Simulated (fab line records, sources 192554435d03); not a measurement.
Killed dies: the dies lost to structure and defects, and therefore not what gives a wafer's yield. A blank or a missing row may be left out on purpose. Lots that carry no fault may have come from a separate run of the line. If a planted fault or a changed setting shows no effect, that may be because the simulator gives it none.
fab line records	flow n5-finfet
record lots=7	wafers=39
route steps=1938 shown PASSIVATION@1930
start-h: start of the lot's first displayed wafer, in hours after the record's first day	wait-h: time in hours since the lot's previous step	" same as the row above	L1.1+2: a row that stands for several wafers	- no value, or no start was given	* or withheld: withheld	< > ~ a bound
route shown NAME@n: NAME is a module with steps in the file, n the number in the route of the first one	usual: mean/standard deviation of fault-free wafers	same: alike in all rows	chamber/n: place in a boat	sites: readings site by site	_std_site: standard deviation across them	_edge_site: outer sites' mean less inner sites'	radius-mm: how far each site lies from the wafer's centre	mask NAME#n: copy n	behind: the tool/chamber that last shaped the wafer	hold: reason for holding the lot/hours on hold/outcome of the hold	device: transistor that didn't switch, given as n, p or np	end of line: tests run on the same wafers once the route is complete	for a step that has no rows: nothing shown but its recipe	killed: not the wafer's yield, but the dies lost to structure and defects at the first sort	map: per-die view of a wafer (x killed, . not killed, _ where there is no die)
set.NAME: the setting the step ran with; set.NAME@STEP: the setting that earlier step ran with	model.NAME: the simulator's own value behind a step, which no gauge read
lots with deliberately changed settings; one table per step, one row per wafer
## steps
# step N5_PASSIVATION_ETCH_54
# recipe chemistry=CHF3/O2	target=SiO2	target-depth-a=8800	CHF3_flow_sccm=50	O2_flow_sccm=5	Ar_flow_sccm=200	time-s=440	mask-material=PR	pressure-mtorr=30	source-w=650	bias-w=170	ion-energy-ev=200
lot.wafer	tool	chamber	start-h	wait-h	set.time-s	model.etch.depth-nm	model.PASSIVATION.feature-depth-nm
L076.1	rie-diel-06	2	261.29	0.1	440	869.7	869.8
L076.2	"	0	"	"	440	858.1	858
L076.3	"	3	"	"	440	889.5	889.6
L076.4	"	1	"	"	278.7	565.8	565.8
L076.5	"	2	"	"	278.7	556.3	556.4
L076.6	"	3	"	"	278.7	561.8	561.8
L082.1	rie-diel-03	2	311.40	0.1	440	865.1	865.2
L082.2	"	1	"	"	623	1245	1245
L082.3	"	0	"	"	623	1259	1259
L082.4	"	3	"	"	440	913.8	913.8
L082.5	"	2	"	"	440	866.8	866.8
L082.6	"	3	"	"	623	1302	1302
L081.1	rie-diel-06	2	311.71	0.1	440	867.6	867.6
L081.2	"	3	"	"	440	886.9	887
L081.3	"	0	"	"	440	850.3	850.2
L081.4	"	1	"	"	440	883	883
L081.5	"	0	"	"	440	850.6	850.6
L081.6	"	3	"	"	440	883.4	883.4
L085.1	rie-diel-01	1	336.43	0.1	184.3	369.1	369.2
L085.2	"	0	"	"	184.3	370.3	370.2
L085.3	"	2	"	"	184.3	374.7	374.8
L085.4+6	"	3	"	"	440	894.8	894.8
L085.5	"	2	"	"	440	898.2	898.2
L091.3	rie-diel-03	2	373.93	0.1	440	857	857
L091.5	"	3	"	"	440	911.2	911.2
L091.6	"	2	"	"	440	856.8	856.8
L094.1	rie-diel-06	2	400.85	0.1	440	878.3	878.2
L094.2	"	3	"	"	368.2	768.5	768.6
L094.3	"	1	"	"	440	890.1	890.2
L094.4	"	0	"	"	368.2	716.2	716.2
L094.5	"	0	"	"	368.2	716.3	716.2
L094.6	"	3	"	"	440	920.2	920.2
L095.1	rie-diel-06	0	403.49	0.1	580.5	1119	1119
L095.2	"	3	"	"	440	898	898
L095.3	"	2	"	"	440	871.6	871.6
L095.4	"	1	"	"	440	882.3	882.4
L095.5	"	2	"	"	580.5	1141	1141
L095.6	"	1	"	"	580.5	1168	1168
# step N5_PASSIVATION_STRIP_48
# recipe chemistry=O2	power-w=600	temp-c=60	pressure-mtorr=30	rf-frequency-hz=6e+07	bias-power-w=0	overash-fraction=0.5	o2-flow-sccm=225
# step N5_PASSIVATION_STRIP_52
# recipe chemistry=post-etch-residue-remover	time-s=1200	temp-c=72.5
# step N5_PASSIVATION_SRD_72
# recipe dry=ipa-marangoni	time-s=30	temp-c=23	rinse-liquid=diw
# step N5_PASSIVATION_ANNEAL_56
# recipe temp-c=400	time-s=1800	ambient=FGA	idle-temp-c=300	ramp-up-c-per-min=5	ramp-down-c-per-min=3
# step N5_PASSIVATION_PROBE_49
# usual defect-limited-yield=91.6/1.6	killed_at_M0_to_M3=31/10	killed_at_M4_up=14/6.3	killed-at-contacts=12/6.1	killed-at-front-end=39/12	killed-at-other=3.7/2.8	killed-dies=100/19	killed-open=66/14	killed-short=33/8.1	sort_bin_4_leakage=0.00/0.014	sort_bin_5_function=5.0/1.1	sort_bin_6_memory=3.2/0.66	sort_bin_8_speed=0.01/0.077	sort-n-pass=1080/18
# same gross-dies=1180	killed-at-back-side=0
lot.wafer	tool	chamber	start-h	wait-h	set.time-s@PASSIVATION_ETCH_54	defect-limited-yield[%]	killed_at_M0_to_M3	killed_at_M4_up	killed-at-contacts	killed-at-front-end	killed-at-other	killed-dies	killed-open	killed-short	sort_bin_4_leakage[%]	sort_bin_5_function[%]	sort_bin_6_memory[%]	sort_bin_8_speed[%]	sort-n-pass
L076.1	prober-01	-	264.07	0.0	440	89.7	28	50	12	28	4	122	47	34	0	4.4	2.2	3.39	1058
L076.2	prober-01	-	264.12	0.1	440	92.7	24	7	14	40	1	86	61	25	0	4.1	3.1	0	1094
L076.3	prober-01	-	264.17	0.1	440	91.4	34	7	11	47	2	101	71	29	0	4.8	3.5	0	1079
L076.4	prober-01	-	264.22	0.2	278.7	0	56	4	9	37	1074	1180	82	26	0	96.4	3.5	0	0
L076.5	prober-01	-	264.27	0.2	278.7	0	37	14	22	22	1085	1180	65	31	0	96.5	3.2	0.08	0
L076.6	prober-01	-	264.32	0.3	278.7	0	39	21	13	34	1073	1180	74	34	0	96.2	3.1	0.34	0
L082.1	prober-01	-	314.20	0.0	440	0	29	1094	11	44	2	1180	67	32	0	96.4	3.5	0	0
L082.2	prober-01	-	314.25	0.1	623	92.9	29	20	13	21	1	84	55	24	0	3.6	3.4	0	1096
L082.3	prober-01	-	314.30	0.1	623	0.1	49	1086	9	35	0	1179	71	39	0	96.4	3.3	0	1
L082.4	prober-01	-	314.35	0.2	440	91.8	29	18	13	36	1	97	60	37	0	4.9	2.5	0	1083
L082.5	prober-01	-	314.40	0.2	440	91.2	28	11	14	51	0	104	73	30	0	4.2	3.9	0	1076
L082.6	prober-01	-	314.45	0.3	623	0	34	1089	17	38	2	1180	69	33	0	96.1	3.6	0	0
L081.1	prober-02	-	314.49	0.0	440	88.2	61	31	9	34	4	139	84	45	0	6.8	4.0	0	1041
L081.2	prober-02	-	314.54	0.1	440	91.4	39	13	7	34	9	102	63	36	0	4.2	3.9	0	1078
L081.3	prober-02	-	314.59	0.1	440	86.3	36	14	15	94	3	162	102	57	0	7.6	5.6	0	1018
L081.4	prober-02	-	314.64	0.2	440	91.9	35	21	6	32	2	96	63	33	91.86	5.3	2.5	0	0
L081.5	prober-02	-	314.69	0.2	440	92.0	32	12	8	38	4	94	65	20	92.03	4.9	2.2	0	0
L081.6	prober-02	-	314.74	0.3	440	88.2	48	15	12	54	10	139	95	43	88.22	6.4	4.7	0	0
L085.1	prober-01	-	339.24	0.0	184.3	0	1126	11	5	31	7	1180	68	25	0	96.4	3.5	0	0
L085.2	prober-01	-	339.29	0.1	184.3	0	1120	16	14	20	10	1180	63	32	0	96.2	3.7	0	0
L085.3	prober-01	-	339.34	0.1	184.3	0	32	1088	8	37	15	1180	67	36	0	5.5	3.3	0	0
L085.4	prober-01	-	339.39	0.2	440	93.0	33	15	4	29	2	83	59	24	0	4.6	2.0	0	1097
L085.5	prober-01	-	339.44	0.2	440	0	1136	9	4	23	8	1180	44	27	0	3.2	2.5	0	0
L085.6	prober-01	-	339.49	0.3	440	0	1110	20	9	38	3	1180	53	36	0	96.4	3.3	0	0
L091.3	prober-02	-	376.80	0.1	440	88.3	36	13	26	58	5	138	84	48	0	6.4	4.6	0	1042
L091.5	prober-02	-	376.90	0.2	440	91.9	22	14	13	43	3	95	64	29	0	4.6	3.1	0	1085
L091.6	prober-02	-	376.95	0.3	440	87.8	35	20	17	69	3	144	80	63	0	7.2	4.3	0	1036
L094.1	prober-02	-	404.40	0.0	440	0	1115	18	4	39	4	1180	60	25	0	4.7	2.4	0	0
L094.2	prober-02	-	404.45	0.1	368.2	81.3	26	9	19	32	135	221	58	30	81.27	15.3	2.9	0	0
L094.3	prober-02	-	404.50	0.1	440	93.6	11	16	7	35	7	76	54	22	0	3.2	2.9	0	1104
L094.4	prober-02	-	404.55	0.2	368.2	0	1116	22	6	34	2	1180	56	29	0	4.2	2.9	0	0
L094.5	prober-02	-	404.60	0.2	368.2	0	1106	19	19	36	0	1180	67	36	0	97.0	2.5	0	0
L094.6	prober-02	-	404.65	0.3	440	0	1122	17	13	27	1	1180	51	32	0	4.6	2.2	0	0
L095.1	prober-02	-	406.38	0.0	580.5	0	1112	14	22	26	6	1180	65	31	0	96.5	3.1	0	0
L095.2	prober-02	-	406.43	0.1	440	74.9	21	227	19	24	5	296	58	27	0	4.0	2.8	17.80	884
L095.3	prober-02	-	406.48	0.1	440	93.0	20	19	18	20	6	83	58	24	92.97	4.0	2.5	0	0
L095.4	prober-02	-	406.53	0.2	440	0	1125	14	14	25	2	1180	55	23	0	97.2	2.6	0	0
L095.5	prober-02	-	406.58	0.2	580.5	0	1119	14	24	22	1	1180	58	26	0	97.0	2.8	0	0
L095.6	prober-02	-	406.63	0.3	580.5	70.0	43	264	11	35	1	354	64	41	70.00	5.2	3.3	20.93	0
# killed by level:class
L076.1 BEOL_M11:area-ecd=40 BEOL_M0_SAQP:geometric-particle:short=8 MOL_CONTACT_COAG:geometric-particle:open=7 BEOL_M2:geometric-particle:open=6 GATE_CUT:geometric-particle:open=5 MOL_CONTACT_COAG:geometric-particle:short=5 DUMMY_GATE:geometric-particle:open=4 BEOL_M0:geometric-particle:open=4
L076.2 FIN_SAQP:geometric-particle:open=14 MOL_CONTACT_COAG:geometric-particle:open=13 DUMMY_GATE:geometric-particle:open=7 BEOL_M2:geometric-particle:open=6 BEOL_M3:geometric-particle:open=6 FIN_SAQP:geometric-particle:short=5 STI_FIN_REVEAL:geometric-particle:open=4 STARTING-WAFER:geometric-particle:short=3
L076.3 FIN_SAQP:geometric-particle:open=15 STI_FIN_REVEAL:geometric-particle:open=10 MOL_CONTACT_COAG:geometric-particle:open=8 BEOL_M1:geometric-particle:open=8 BEOL_M2:geometric-particle:open=8 BEOL_M3:geometric-particle:open=5 FIN_SAQP:geometric-particle:short=4 BEOL_M0_SAQP:geometric-particle:short=4
L076.4 PASSIVATION:area-etch=1072 BEOL_M0_SAQP:geometric-particle:open=14 FIN_SAQP:geometric-particle:open=11 BEOL_M2:geometric-particle:open=11 BEOL_M0_SAQP:geometric-particle:short=10 DUMMY_GATE:geometric-particle:open=8 MOL_CONTACT_COAG:geometric-particle:open=8 BEOL_M3:geometric-particle:open=7
L076.5 PASSIVATION:area-etch=1083 MOL_CONTACT_COAG:geometric-particle:open=14 BEOL_M2:geometric-particle:open=10 MOL_CONTACT_COAG:geometric-particle:short=8 BEOL_M0_SAQP:geometric-particle:short=7 BEOL_M1:geometric-particle:open=6 BEOL_M3:geometric-particle:open=5 FIN_SAQP:geometric-particle:open=4
L076.6 PASSIVATION:area-etch=1066 FIN_SAQP:geometric-particle:open=12 MOL_CONTACT_COAG:geometric-particle:open=10 BEOL_M2:geometric-particle:open=9 BEOL_M0_SAQP:geometric-particle:short=8 BEOL_M0_SAQP:geometric-particle:open=6 BEOL_M0:geometric-particle:open=5 FIN_SAQP:geometric-particle:short=4
L082.1 BEOL_M5:area-etch=1081 FIN_SAQP:geometric-particle:open=10 BEOL_M0_SAQP:geometric-particle:open=8 STI_FIN_REVEAL:geometric-particle:open=7 BEOL_M0_SAQP:geometric-particle:short=7 FIN_SAQP:geometric-particle:short=6 MOL_CONTACT_COAG:geometric-particle:open=6 BEOL_M2:geometric-particle:open=6
L082.2 MOL_CONTACT_COAG:geometric-particle:open=9 BEOL_M0_SAQP:geometric-particle:open=8 BEOL_M0_SAQP:geometric-particle:short=6 FIN_SAQP:geometric-particle:open=5 BEOL_M4:geometric-particle:open=5 MOL_CONTACT_COAG:geometric-particle:short=4 STI_FIN_REVEAL:geometric-particle:open=3 BEOL_M2:geometric-particle:open=3
L082.3 BEOL_M5:area-etch=1067 BEOL_M0_SAQP:geometric-particle:short=11 BEOL_M0_SAQP:geometric-particle:open=11 FIN_SAQP:geometric-particle:short=10 BEOL_M2:geometric-particle:open=9 BEOL_M4:geometric-particle:open=8 MOL_CONTACT_COAG:geometric-particle:open=7 BEOL_M1:geometric-particle:open=6
L082.4 FIN_SAQP:geometric-particle:short=12 MOL_CONTACT_COAG:geometric-particle:open=12 BEOL_M2:geometric-particle:open=9 BEOL_M0_SAQP:geometric-particle:short=7 BEOL_M0_SAQP:geometric-particle:open=6 BEOL_M5:geometric-particle:open=6 FIN_SAQP:geometric-particle:open=5 BEOL_M5:geometric-particle:short=5
L082.5 FIN_SAQP:geometric-particle:open=16 MOL_CONTACT_COAG:geometric-particle:open=12 FIN_SAQP:geometric-particle:short=10 BEOL_M2:geometric-particle:open=10 BEOL_M0_SAQP:geometric-particle:open=8 GATE_CUT:geometric-particle:short=7 DUMMY_GATE:geometric-particle:open=4 GATE_CUT:geometric-particle:open=4
L082.6 BEOL_M5:area-etch=1077 FIN_SAQP:geometric-particle:open=16 MOL_CONTACT_COAG:geometric-particle:open=15 BEOL_M2:geometric-particle:open=13 FIN_SAQP:geometric-particle:short=11 BEOL_M0_SAQP:geometric-particle:short=5 BEOL_M3:geometric-particle:open=5 BEOL_M0_SAQP:geometric-particle:open=4
L081.1 BEOL_M0_SAQP:geometric-particle:short=17 BEOL_M2:geometric-particle:open=16 BEOL_M0_SAQP:geometric-particle:open=12 BEOL_M11:area-etch=10 BEOL_M3:geometric-particle:open=9 FIN_SAQP:geometric-particle:short=8 MOL_CONTACT_COAG:geometric-particle:open=8 DUMMY_GATE:geometric-particle:open=5
L081.2 BEOL_M0_SAQP:geometric-particle:short=9 BEOL_M0_SAQP:geometric-particle:open=8 BEOL_M1:geometric-particle:open=7 FIN_SAQP:geometric-particle:open=6 MOL_CONTACT_COAG:geometric-particle:open=6 FIN_SAQP:geometric-particle:short=5 BEOL_M3:geometric-particle:open=5 BEOL_M4:geometric-particle:open=5
L081.3 STI_FIN_REVEAL:geometric-particle:open=24 FIN_SAQP:geometric-particle:open=20 FIN_SAQP:geometric-particle:short=16 BEOL_M0_SAQP:geometric-particle:short=12 MOL_CONTACT_COAG:geometric-particle:open=10 BEOL_M4:geometric-particle:open=8 BEOL_M2:geometric-particle:open=8 BEOL_M3:geometric-particle:open=7
L081.4 FIN_SAQP:geometric-particle:short=12 BEOL_M3:geometric-particle:open=11 BEOL_M4:geometric-particle:open=7 FIN_SAQP:geometric-particle:open=5 MOL_CONTACT_COAG:geometric-particle:open=5 BEOL_M0_SAQP:geometric-particle:short=5 BEOL_M0:geometric-particle:open=5 BEOL_M2:geometric-particle:open=5
L081.5 BEOL_M0_SAQP:geometric-particle:open=14 FIN_SAQP:geometric-particle:open=9 STI_FIN_REVEAL:geometric-particle:open=7 HKMG_FIN:area-etch=7 BEOL_M3:geometric-particle:open=5 MOL_CONTACT_COAG:geometric-particle:open=5 BEOL_M2:geometric-particle:open=4 BEOL_M0_SAQP:geometric-particle:short=3
L081.6 BEOL_M3:geometric-particle:open=23 FIN_SAQP:geometric-particle:short=14 FIN_SAQP:geometric-particle:open=12 MOL_CONTACT_COAG:geometric-particle:open=11 STI_FIN_REVEAL:geometric-particle:open=7 BEOL_M0_SAQP:geometric-particle:short=6 BEOL_M0_SAQP:geometric-particle:open=6 BEOL_M2:geometric-particle:open=6
L085.1 BEOL_M0_SAQP:area-ald=1087 BEOL_M2:geometric-particle:open=14 BEOL_M3:geometric-particle:open=12 FIN_SAQP:geometric-particle:open=10 GATE_CUT:geometric-particle:short=6 BEOL_M4:geometric-particle:open=6 DUMMY_GATE:geometric-particle:open=4 MOL_CONTACT_COAG:geometric-particle:open=4
L085.2 BEOL_M0_SAQP:area-ald=1084 BEOL_M2:geometric-particle:open=17 MOL_CONTACT_COAG:geometric-particle:open=11 BEOL_M4:geometric-particle:open=7 GATE_CUT:geometric-particle:short=5 BEOL_M0_SAQP:geometric-particle:open=4 FIN_SAQP:geometric-particle:short=3 MOL_CONTACT_COAG:geometric-particle:short=3
L085.3 BEOL_M5:area-dep=1069 BEOL_M2:geometric-particle:open=10 BEOL_M4:geometric-particle:open=9 FIN_SAQP:geometric-particle:short=7 FIN_SAQP:geometric-particle:open=7 MOL_CONTACT_COAG:geometric-particle:open=7 DUMMY_GATE:geometric-particle:open=5 BEOL_M1:geometric-particle:open=5
L085.4 BEOL_M2:geometric-particle:open=9 FIN_SAQP:geometric-particle:open=8 BEOL_M3:geometric-particle:open=6 FIN_SAQP:geometric-particle:short=5 BEOL_M0_SAQP:geometric-particle:open=5 GATE_CUT:geometric-particle:short=4 BEOL_M0_SAQP:geometric-particle:short=4 BEOL_M1:geometric-particle:open=4
L085.5 BEOL_M2:area-dep=1108 BEOL_M2:geometric-particle:open=7 FIN_SAQP:geometric-particle:short=5 GATE_CUT:geometric-particle:short=5 BEOL_M4:geometric-particle:open=5 BEOL_M0_SAQP:geometric-particle:short=4 BEOL_M0_SAQP:geometric-particle:open=4 BEOL_M0:geometric-particle:open=4
L085.6 BEOL_M0_SAQP:area-ald=1091 BEOL_M4:geometric-particle:open=10 FIN_SAQP:geometric-particle:short=9 FIN_SAQP:geometric-particle:open=7 STI_FIN_REVEAL:geometric-particle:open=6 MOL_CONTACT_COAG:geometric-particle:open=5 BEOL_M2:geometric-particle:open=5 GATE_CUT:geometric-particle:short=4
L091.3 MOL_CONTACT_COAG:geometric-particle:open=23 FIN_SAQP:geometric-particle:short=17 FIN_SAQP:geometric-particle:open=9 BEOL_M2:geometric-particle:open=8 BEOL_M1:geometric-particle:open=7 STI_FIN_REVEAL:geometric-particle:open=7 GATE_CUT:geometric-particle:short=7 BEOL_M0:geometric-particle:open=7
L091.5 MOL_CONTACT_COAG:geometric-particle:open=13 FIN_SAQP:geometric-particle:open=10 BEOL_M2:geometric-particle:open=7 BEOL_M4:geometric-particle:open=7 STI_FIN_REVEAL:geometric-particle:short=5 GATE_CUT:geometric-particle:open=4 GATE_CUT:geometric-particle:short=4 BEOL_M1:geometric-particle:open=4
L091.6 FIN_SAQP:geometric-particle:short=23 FIN_SAQP:geometric-particle:open=21 BEOL_M4:geometric-particle:open=15 MOL_CONTACT_COAG:geometric-particle:open=13 BEOL_M0_SAQP:geometric-particle:short=12 ILD0:geometric-particle:open=7 BEOL_M0_SAQP:geometric-particle:open=7 BEOL_M2:geometric-particle:open=7
L094.1 BEOL_M2:area-dep=1094 FIN_SAQP:geometric-particle:open=8 BEOL_M1:geometric-particle:open=8 BEOL_M5:geometric-particle:open=7 FIN_SAQP:geometric-particle:short=5 GATE_CUT:geometric-particle:open=5 BEOL_M4:geometric-particle:open=5 MOL_CONTACT_COAG:geometric-particle:open=4
L094.2 PASSIVATION:area-etch=132 MOL_CONTACT_COAG:geometric-particle:open=12 FIN_SAQP:geometric-particle:short=11 BEOL_M2:geometric-particle:open=10 MOL_CONTACT_COAG:geometric-particle:short=7 FIN_SAQP:geometric-particle:open=6 BEOL_M1:geometric-particle:open=5 BEOL_M0_SAQP:geometric-particle:open=4
L094.3 BEOL_M4:geometric-particle:open=12 FIN_SAQP:geometric-particle:open=8 MOL_CONTACT_COAG:geometric-particle:open=6 FIN_SAQP:geometric-particle:short=5 BEOL_M1:geometric-particle:open=5 STARTING-WAFER:geometric-particle:short=4 STI_FIN_REVEAL:geometric-particle:open=3 ILD0:geometric-particle:open=3
L094.4 BEOL_M2:area-dep=1093 BEOL_M4:geometric-particle:open=10 FIN_SAQP:geometric-particle:open=8 BEOL_M5:geometric-particle:open=7 BEOL_M0_SAQP:geometric-particle:short=7 MOL_CONTACT_COAG:geometric-particle:open=6 BEOL_M1:geometric-particle:open=5 FIN_CUT:geometric-particle:short=4
L094.5 BEOL_M3:area-etch=1077 MOL_CONTACT_COAG:geometric-particle:open=16 BEOL_M0_SAQP:geometric-particle:open=10 BEOL_M1:geometric-particle:short=7 BEOL_M2:geometric-particle:open=7 BEOL_M4:geometric-particle:open=7 GATE_CUT:geometric-particle:short=6 BEOL_M5:geometric-particle:open=6
L094.6 BEOL_M2:area-dep=1097 MOL_CONTACT_COAG:geometric-particle:open=10 BEOL_M0_SAQP:geometric-particle:short=7 BEOL_M1:geometric-particle:open=7 FIN_SAQP:geometric-particle:short=6 FIN_SAQP:geometric-particle:open=6 BEOL_M4:geometric-particle:open=6 BEOL_M5:geometric-particle:open=4
L095.1 BEOL_M0_SAQP:area-ald=1081 MOL_CONTACT_COAG:geometric-particle:open=18 BEOL_M0_SAQP:geometric-particle:open=9 BEOL_M0_SAQP:geometric-particle:short=9 BEOL_M4:geometric-particle:open=7 STI_FIN_REVEAL:geometric-particle:open=4 MOL_CONTACT_COAG:geometric-particle:short=4 BEOL_M2:geometric-particle:open=4
L095.2 BEOL_M11:area-ecd=210 MOL_CONTACT_COAG:geometric-particle:open=13 BEOL_M4:geometric-particle:open=8 MOL_CONTACT_COAG:geometric-particle:short=6 BEOL_M3:geometric-particle:open=6 DUMMY_GATE:geometric-particle:open=4 FIN_SAQP:geometric-particle:open=3 STI_FIN_REVEAL:geometric-particle:open=3
L095.3 MOL_CONTACT_COAG:geometric-particle:open=13 BEOL_M4:geometric-particle:open=7 STI_FIN_REVEAL:geometric-particle:open=6 DUMMY_GATE:geometric-particle:open=5 MOL_CONTACT_COAG:geometric-particle:short=5 BEOL_M1:geometric-particle:open=5 BEOL_M5:geometric-particle:open=5 BEOL_M0_SAQP:geometric-particle:open=4
L095.4 BEOL_M0_SAQP:area-ald=1100 MOL_CONTACT_COAG:geometric-particle:open=12 BEOL_M0_SAQP:geometric-particle:short=7 BEOL_M4:geometric-particle:open=7 FIN_SAQP:geometric-particle:open=4 BEOL_M2:geometric-particle:open=4 FIN_SAQP:geometric-particle:short=3 ILD0:geometric-particle:open=3
L095.5 BEOL_M0_SAQP:area-ald=1094 MOL_CONTACT_COAG:geometric-particle:open=21 BEOL_M0_SAQP:geometric-particle:open=9 BEOL_M0_SAQP:geometric-particle:short=8 BEOL_M4:geometric-particle:open=8 DUMMY_GATE:geometric-particle:open=4 FIN_SAQP:geometric-particle:short=3 ILD0:geometric-particle:short=3
L095.6 BEOL_M11:area-ecd=247 BEOL_M0_SAQP:geometric-particle:open=16 BEOL_M0_SAQP:geometric-particle:short=12 FIN_SAQP:geometric-particle:short=10 MOL_CONTACT_COAG:geometric-particle:open=10 BEOL_M2:geometric-particle:open=9 STI_FIN_REVEAL:geometric-particle:open=7 STARTING-WAFER:geometric-particle:short=6
## key
split step=N5_PASSIVATION_ETCH_54	setting=time-s	stated=440	by=wafer
response step=N5_PASSIVATION_ETCH_54	reading=model.etch.depth-nm	change=+8.9	per=1%	r=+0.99
response step=N5_PASSIVATION_ETCH_54	reading=model.PASSIVATION.feature-depth-nm	change=+8.9	per=1%	r=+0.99
response step=N5_PASSIVATION_PROBE_49	reading=killed-at-other	shape=bent	at-lowest=10.7	at-stated=3.8	at-highest=1
